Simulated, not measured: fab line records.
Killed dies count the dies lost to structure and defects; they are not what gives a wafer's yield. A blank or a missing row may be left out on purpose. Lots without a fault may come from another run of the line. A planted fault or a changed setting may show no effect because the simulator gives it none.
Which tool was responsible? + flow nand harc + 24 lots with 72 wafers sampled at 4 steps, on a route of 1159 steps

## WHAT THE GAUGES SHOWED, per wafer
NHARC_A_M0_THK_MEAS_24: measures by xrf. Usual: thk nm at 113.6 nm, with a standard deviation of 1.4.
| lot  | measured     | on            | thk nm (nm)       | flag |
|------|--------------|---------------|-------------------|------|
| L074 | day 18 01:04 | film metro-02 | 111.1 114.8 114.1 |      |
| L078 | day 18 02:35 | film metro-02 | 113.5 114.2 113.0 |      |
| L075 | day 18 03:13 | film metro-01 | 116.0 114.0 115.1 |      |
| L076 | day 18 06:05 | film metro-02 | 113.8 114.7 112.5 |      |
| L077 | day 18 22:34 | film metro-01 | 116.4 114.4 116.0 |      |
| L079 | day 18 23:38 | film metro-02 | 115.7 116.2 115.3 |      |
| L081 | day 19 04:00 | film metro-02 | 112.5 112.1 113.8 |      |
| L080 | day 19 12:05 | film metro-01 | 113.5 112.3 112.8 |      |
| L082 | day 20 07:17 | film metro-02 | 113.5 112.5 113.2 |      |
| L084 | day 20 09:48 | film metro-02 | 111.3 113.4 114.7 |      |
| L083 | day 20 10:17 | film metro-01 | 114.5 114.7 113.6 |      |
| L088 | day 21 12:45 | film metro-01 | 112.3 112.9 112.8 |      |
| L086 | day 21 21:41 | film metro-02 | 113.9 115.3 112.0 |      |
| L087 | day 21 22:07 | film metro-01 | 113.6 113.6 114.0 |      |
| L085 | day 22 03:08 | film metro-02 | 113.3 115.0 115.2 |      |
| L090 | day 22 03:44 | film metro-02 | 114.4 113.4 115.3 |      |
| L093 | day 22 05:54 | film metro-02 | 112.4 113.3 111.5 |      |
| L091 | day 22 11:07 | film metro-02 | 111.9 113.0 112.8 |      |
| L095 | day 22 13:23 | film metro-01 | 113.3 113.9 115.0 |      |
| L092 | day 22 23:11 | film metro-02 | 113.6 115.1 113.5 |      |
| L089 | day 22 23:37 | film metro-02 | 112.7 113.4 113.3 |      |
| L094 | day 23 02:31 | film metro-01 | 113.3 115.7 115.1 |      |
| L097 | day 23 07:53 | film metro-02 | 114.1 113.6 115.0 |      |
| L096 | day 23 08:11 | film metro-01 | 113.1 112.4 112.4 |      |

## TOOL THAT RAN EACH LOT (tool first, then ch and the chambers of the sampled wafers, then the start)
| lot  | NHARC_A_CONTACT_ETCH_110           | NHARC_A_BLC_ETCH_18                           | NHARC_A_M0_ETCH_15                            |
|------|------------------------------------|-----------------------------------------------|-----------------------------------------------|
| L074 | rie diel-11 ch 0,1,2, day 17 09:43 | rie diel-02 ch 0,1, day 18 01:04 or earlier   | rie diel-08 ch 0,3, day 18 01:04 or earlier   |
| L078 | rie diel-04 ch 0,2,3, day 17 12:29 | rie diel-09 ch 2,3, day 18 02:35 or earlier   | rie diel-10 ch 2,3, day 18 02:35 or earlier   |
| L075 | rie diel-11 ch 1,2,3, day 17 14:04 | rie diel-02 ch 0,1,3, day 18 03:13 or earlier | rie diel-10 ch 1,2,3, day 18 03:13 or earlier |
| L076 | rie diel-11 ch 0,1,3, day 17 20:35 | rie diel-02 ch 0,2,3, day 18 06:05 or earlier | rie diel-10 ch 1,3, day 18 06:05 or earlier   |
| L077 | rie diel-11 ch 0,2, day 18 08:11   | rie diel-09 ch 0,1, day 18 20:22 or earlier   | rie diel-13 ch 0,2, day 18 20:22              |
| L079 | rie diel-03 ch 2,3, day 18 10:50   | rie diel-05 ch 0,1, day 18 23:38 or earlier   | rie diel-10 ch 0,2, day 18 23:38 or earlier   |
| L081 | rie diel-04 ch 0,2,3, day 18 18:07 | rie diel-02 ch 0,1,3, day 19 04:00 or earlier | rie diel-10 ch 0,1,3, day 19 04:00 or earlier |
| L080 | rie diel-11 ch 0,1,3, day 19 02:32 | rie diel-05 ch 0,2,3, day 19 12:05 or earlier | rie diel-10 ch 0,1,2, day 19 12:05 or earlier |
| L082 | rie diel-11 ch 2,3, day 19 11:35   | rie diel-02 ch 2,3, day 20 07:17 or earlier   | rie diel-08 ch 0,2, day 20 07:17 or earlier   |
| L084 | rie diel-11 ch 0,2,3, day 19 12:54 | rie diel-02 ch 0,2,3, day 20 09:48 or earlier | rie diel-10 ch 0,1,3, day 20 09:48 or earlier |
| L083 | rie diel-03 ch 0,2, day 19 14:25   | rie diel-09 ch 0,1,2, day 20 10:17 or earlier | rie diel-13 ch 0,3, day 20 10:17 or earlier   |
| L088 | rie diel-03 ch 0,1,3, day 20 20:08 | rie diel-02 ch 0,3, day 21 12:45 or earlier   | rie diel-10 ch 0,2,3, day 21 12:45 or earlier |
| L086 | rie diel-11 ch 0,1,2, day 20 21:50 | rie diel-09 ch 0,1,3, day 21 21:41 or earlier | rie diel-13 ch 0,1,2, day 21 21:41 or earlier |
| L087 | rie diel-03 ch 1,2, day 21 00:59   | rie diel-02 ch 1,2, day 21 22:07 or earlier   | rie diel-13 ch 2,3, day 21 22:07 or earlier   |
| L085 | rie diel-03 ch 0,3, day 21 11:59   | rie diel-05 ch 0,1, day 22 03:08 or earlier   | rie diel-08 ch 0,1, day 22 03:08 or earlier   |
| L090 | rie diel-03 ch 1,2, day 21 14:53   | rie diel-02 ch 0,2,3, day 22 03:44 or earlier | rie diel-13 ch 1,3, day 22 03:44 or earlier   |
| L093 | rie diel-03 ch 0,1,2, day 21 19:56 | rie diel-02 ch 0,1,3, day 22 05:54 or earlier | rie diel-08 ch 0,1,2, day 22 05:54 or earlier |
| L091 | rie diel-11 ch 1,2, day 22 01:50   | rie diel-09 ch 1,3, day 22 11:07 or earlier   | rie diel-13 ch 0,2,3, day 22 11:07 or earlier |
| L095 | rie diel-04 ch 1,2,3, day 22 04:05 | rie diel-05 ch 0,1,3, day 22 13:23 or earlier | rie diel-10 ch 0,1,3, day 22 13:23 or earlier |
| L092 | rie diel-03 ch 0,3, day 22 09:57   | rie diel-09 ch 2,3, day 22 23:11 or earlier   | rie diel-10 ch 1,2, day 22 23:11 or earlier   |
| L089 | rie diel-11 ch 2,3, day 22 10:58   | rie diel-09 ch 1,2, day 22 23:37 or earlier   | rie diel-13 ch 0,3, day 22 23:37 or earlier   |
| L094 | rie diel-11 ch 0,1,2, day 22 12:19 | rie diel-02 ch 0,3, day 23 02:31 or earlier   | rie diel-08 ch 1,3, day 23 02:31 or earlier   |
| L097 | rie diel-11 ch 1,2,3, day 22 18:23 | rie diel-02 ch 0,2,3, day 23 07:53 or earlier | rie diel-08 ch 0,2,3, day 23 07:53 or earlier |
| L096 | rie diel-03 ch 0,3, day 22 19:17   | rie diel-05 ch 0,1,2, day 23 08:11 or earlier | rie diel-13 ch 1,3, day 23 08:11 or earlier   |
- NHARC_A_CONTACT_ETCH_110: etches the open film in CF4/O2, target depth 50 nm, overetch 5 nm, time 27.5 s.
- NHARC_A_BLC_ETCH_18: etches the open film in C4F8/O2/Ar, target depth 910 nm.
- NHARC_A_M0_ETCH_15: etches the open film in C4F8/Ar, target depth 150 nm, overetch 15 nm, time 82.5 s.

## WHAT THE TOOLS THEMSELVES READ (means of the sampled wafers that have a number; where no wafer has one, the mark that the record gives instead)
NHARC_A_CONTACT_ETCH_110. Usual: cf4 flow sccm 80.00 sccm, standard deviation 0.21; drypump motor current A 5.7 A, standard deviation 0.37; oes product au 1.002 a.u., standard deviation 0.0085; rf vpp V 198.2 V, standard deviation 1.3; showerhead plenum p Torr 1.35 Torr, standard deviation 0.046; throttle valve pct 13.397 %, standard deviation 0.0092.
| lot  | tool        | cf4 flow sccm (sccm) | drypump motor current A (A) | oes product au (a.u.) | rf vpp V (V) | showerhead plenum p Torr (Torr) | throttle valve pct (%) | flag |
|------|-------------|----------------------|-----------------------------|-----------------------|--------------|---------------------------------|------------------------|------|
| L074 | rie diel-11 | 79.95                | 5.6                         | 0.997                 | 198.6        | 1.37                            | 13.397                 |      |
| L078 | rie diel-04 | 80.06                | 5.9                         | 1.010                 | 197.1        | 1.33                            | 13.386                 |      |
| L075 | rie diel-11 | 79.82                | 5.8                         | 1.001                 | 199.1        | 1.38                            | 13.405                 |      |
| L076 | rie diel-11 | 79.92                | 5.6                         | 0.995                 | 198.6        | 1.35                            | 13.408                 |      |
| L077 | rie diel-11 | 79.97                | 5.5                         | 1.010                 | 198.4        | 1.35                            | 13.402                 |      |
| L079 | rie diel-03 | 80.08                | 6.0                         | 1.000                 | 199.5        | 1.38                            | 13.400                 |      |
| L081 | rie diel-04 | 80.11                | 5.9                         | 1.008                 | 197.3        | 1.32                            | 13.394                 |      |
| L080 | rie diel-11 | 79.84                | 5.6                         | 1.006                 | 197.9        | 1.34                            | 13.397                 |      |
| L082 | rie diel-11 | 80.06                | 6.0                         | 1.008                 | 198.8        | 1.39                            | 13.396                 |      |
| L084 | rie diel-11 | 80.10                | 5.7                         | 1.004                 | 198.3        | 1.36                            | 13.394                 |      |
| L083 | rie diel-03 | 80.08                | 5.4                         | 0.992                 | 197.7        | 1.34                            | 13.396                 |      |
| L088 | rie diel-03 | 80.00                | 5.8                         | 1.003                 | 198.5        | 1.35                            | 13.397                 |      |
| L086 | rie diel-11 | 80.01                | 5.6                         | 1.013                 | 198.0        | 1.36                            | 13.393                 |      |
| L087 | rie diel-03 | 79.88                | 5.5                         | 0.992                 | 197.5        | 1.39                            | 13.396                 |      |
| L085 | rie diel-03 | 80.00                | 5.7                         | 1.002                 | 196.4        | 1.29                            | 13.396                 |      |
| L090 | rie diel-03 | 80.05                | 5.4                         | 0.991                 | 199.2        | 1.39                            | 13.397                 |      |
| L093 | rie diel-03 | 79.91                | 5.5                         | 0.995                 | 198.7        | 1.35                            | 13.400                 |      |
| L091 | rie diel-11 | 79.94                | 5.9                         | 1.013                 | 198.6        | 1.39                            | 13.398                 |      |
| L095 | rie diel-04 | 79.98                | 5.6                         | 0.993                 | 197.1        | 1.30                            | 13.403                 |      |
| L092 | rie diel-03 | 80.03                | 6.1                         | 0.995                 | 197.5        | 1.33                            | 13.397                 |      |
| L089 | rie diel-11 | 79.92                | 6.0                         | 0.996                 | 199.0        | 1.39                            | 13.392                 |      |
| L094 | rie diel-11 | 79.94                | 5.6                         | 1.011                 | 197.8        | 1.36                            | 13.392                 |      |
| L097 | rie diel-11 | 80.24                | 5.8                         | 1.003                 | 198.3        | 1.37                            | 13.405                 |      |
| L096 | rie diel-03 | 79.61                | 6.1                         | 0.993                 | 198.1        | 1.33                            | 13.391                 |      |

NHARC_A_BLC_ETCH_18. Usual: oes product au 0.948 a.u., standard deviation 0.023; rf vpp V 976 V, standard deviation 5.4.
| lot  | tool        | oes product au (a.u.) | rf vpp V (V) | flag |
|------|-------------|-----------------------|--------------|------|
| L074 | rie diel-02 | 0.964                 | 974          |      |
| L078 | rie diel-09 | 0.915                 | 981          |      |
| L075 | rie diel-02 | 0.966                 | 975          |      |
| L076 | rie diel-02 | 0.979                 | 971          |      |
| L077 | rie diel-09 | 0.921                 | 976          |      |
| L079 | rie diel-05 | 0.960                 | 981          |      |
| L081 | rie diel-02 | 0.973                 | 974          |      |
| L080 | rie diel-05 | 0.948                 | 973          |      |
| L082 | rie diel-02 | 0.918                 | 971          |      |
| L084 | rie diel-02 | 0.928                 | 972          |      |
| L083 | rie diel-09 | 0.979                 | 977          |      |
| L088 | rie diel-02 | 0.924                 | 974          |      |
| L086 | rie diel-09 | 0.933                 | 981          |      |
| L087 | rie diel-02 | 0.955                 | 973          |      |
| L085 | rie diel-05 | 0.948                 | 980          |      |
| L090 | rie diel-02 | 0.923                 | 972          |      |
| L093 | rie diel-02 | 0.936                 | 973          |      |
| L091 | rie diel-09 | 0.971                 | 985          |      |
| L095 | rie diel-05 | 0.931                 | 976          |      |
| L092 | rie diel-09 | 0.959                 | 985          |      |
| L089 | rie diel-09 | 0.955                 | 982          |      |
| L094 | rie diel-02 | 0.965                 | 973          |      |
| L097 | rie diel-02 | 0.970                 | 971          |      |
| L096 | rie diel-05 | 0.961                 | 978          |      |

NHARC_A_M0_ETCH_15. Usual: oes product au 0.956 a.u., standard deviation 0.021; rf vpp V 440.8 V, standard deviation 2.4.
| lot  | tool        | oes product au (a.u.) | rf vpp V (V) | flag |
|------|-------------|-----------------------|--------------|------|
| L074 | rie diel-08 | 0.923                 | 441.3        |      |
| L078 | rie diel-10 | 0.972                 | 441.8        |      |
| L075 | rie diel-10 | 0.967                 | 441.1        |      |
| L076 | rie diel-10 | 0.921                 | 439.7        |      |
| L077 | rie diel-13 | 0.931                 | 443.4        |      |
| L079 | rie diel-10 | 0.978                 | 443.3        |      |
| L081 | rie diel-10 | 0.972                 | 440.3        |      |
| L080 | rie diel-10 | 0.971                 | 441.3        |      |
| L082 | rie diel-08 | 0.923                 | 441.6        |      |
| L084 | rie diel-10 | 0.933                 | 440.5        |      |
| L083 | rie diel-13 | 0.967                 | 441.6        |      |
| L088 | rie diel-10 | 0.961                 | 441.7        |      |
| L086 | rie diel-13 | 0.951                 | 442.2        |      |
| L087 | rie diel-13 | 0.963                 | 439.4        |      |
| L085 | rie diel-08 | 0.964                 | 439.0        |      |
| L090 | rie diel-13 | 0.972                 | 437.5        |      |
| L093 | rie diel-08 | 0.979                 | 439.7        |      |
| L091 | rie diel-13 | 0.937                 | 440.9        |      |
| L095 | rie diel-10 | 0.922                 | 441.5        |      |
| L092 | rie diel-10 | 0.978                 | 439.6        |      |
| L089 | rie diel-13 | 0.983                 | 439.6        |      |
| L094 | rie diel-08 | 0.964                 | 438.3        |      |
| L097 | rie diel-08 | 0.960                 | 441.4        |      |
| L096 | rie diel-13 | 0.956                 | 439.0        |      |

## THE ANSWER, worked out from the rows above alone
Rule: a lot counts as off when the mean over its wafers that have a number is more than 3 standard deviations away from the usual mean. A lot without any number at a reading at which 4 lots or more have one is off too. All remaining lots with rows at the step are treated as sound. The gauges are gone through in route order, then the tools' own readings, and for those a lot's mean is taken as printed above. At the first step where some lot is off, the reading lying furthest off is the one used; lots without a number count as furthest.
Nothing can be told from this: no lot is off at any reading shown.

## WHAT THE SIMULATOR PUT IN
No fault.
